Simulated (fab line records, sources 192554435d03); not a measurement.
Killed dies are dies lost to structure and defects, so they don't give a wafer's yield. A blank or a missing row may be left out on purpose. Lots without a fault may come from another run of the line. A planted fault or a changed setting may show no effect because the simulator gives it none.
One fault seen from 2 desks | flow n5_finfet | each desk has only its own numbers; what lay behind them comes last

THE METROLOGY DESK
What the gauges read, lot by lot, whatever tool the lot ran on: means of the sampled wafers that have a number. A lot is out of limits, marked OUT, if its mean lies more than 4 standard deviations from the usual mean; the brackets give that distance. Of its 10 readings 7 are shown: those that lie furthest out on some lot.
Columns: A = DIBL_N at N5_BEOL_M4_RC_MEAS_101, usual 36.5 mV/V; B = DIBL_P at N5_BEOL_M4_RC_MEAS_101, usual 36.6 mV/V; C = IOFF_P at N5_BEOL_M4_RC_MEAS_101, usual 0.21 nA/um; D = ION_N at N5_BEOL_M4_RC_MEAS_101, usual 674 uA/um; E = ION_P at N5_BEOL_M4_RC_MEAS_101, usual 460 uA/um; F = SS_P at N5_BEOL_M4_RC_MEAS_101, usual 73.4 mV/dec; G = VT_P at N5_BEOL_M4_RC_MEAS_101, usual -250 mV
lot  | first seen here | A    | B    | C    | D   | E   | F    | G
L378 | day 7 20:03     | 35.6 | 36.5 | 0.18 | 671 | 452 | 73.4 | -253
L380 | day 8 13:14     | 35.6 | 36.1 | 0.21 | 673 | 465 | 73.1 | -251
L381 | day 9 03:16     | 36.3 | 35.2 | 0.23 | 672 | 466 | 73.3 | -247
L385 | day 9 18:21     | 36.4 | 36.2 | 0.20 | 675 | 459 | 73.3 | -252
L393 | day 12 04:33    | 37.8 | 37.0 | 0.18 | 662 | 449 | 73.4 | -256
L396 | day 12 22:46    | 35.8 | 35.2 | 0.17 | 676 | 458 | 72.7 | -254
L395 | day 13 01:41    | 38.6 | 39.3 | 0.25 | 676 | 465 | 74.0 | -250
L400 | day 13 20:43    | 35.7 | 35.4 | 0.20 | 661 | 454 | 72.3 | -251
This desk's finding: nothing out of limits on any of the 8 lots.

THE TOOL OWNER'S DESK: pecvd-03
The tool's own readings at N5_BEOL_M0_SAQP_PECVD_96 (deposits a-Si from SiH4/He, target thk 45 nm, time 45.2 s): means of the sampled wafers that have a number, for each lot that ran on this tool. A lot is out of limits, marked OUT, if its mean lies more than 4 standard deviations from the usual mean; the brackets give that distance.
Columns: A = heater_power_w at N5_BEOL_M0_SAQP_PECVD_96, usual 582 W; B = rf_fwd_power_W at N5_BEOL_M0_SAQP_PECVD_96, usual 99.1 W; C = showerhead_plenum_p_Torr at N5_BEOL_M0_SAQP_PECVD_96, usual 5.67 Torr; D = susceptor_temp_C at N5_BEOL_M0_SAQP_PECVD_96, usual 349.97 C; E = throttle_valve_pct at N5_BEOL_M0_SAQP_PECVD_96, usual 17.9 %
lot  | first seen here | A   | B    | C    | D      | E
L378 | day 5 13:58     | 567 | 99.1 | 5.79 | 350.07 | 17.4
L385 | day 7 09:54     | 574 | 99.3 | 5.75 | 350.02 | 17.8
This desk's finding: nothing out of limits on any of the 2 lots.

PUT TOGETHER
The metrology desk saw nothing out of limits.
The tool owner's desk saw nothing out of limits.

WHAT THE SIMULATOR HAD PUT IN
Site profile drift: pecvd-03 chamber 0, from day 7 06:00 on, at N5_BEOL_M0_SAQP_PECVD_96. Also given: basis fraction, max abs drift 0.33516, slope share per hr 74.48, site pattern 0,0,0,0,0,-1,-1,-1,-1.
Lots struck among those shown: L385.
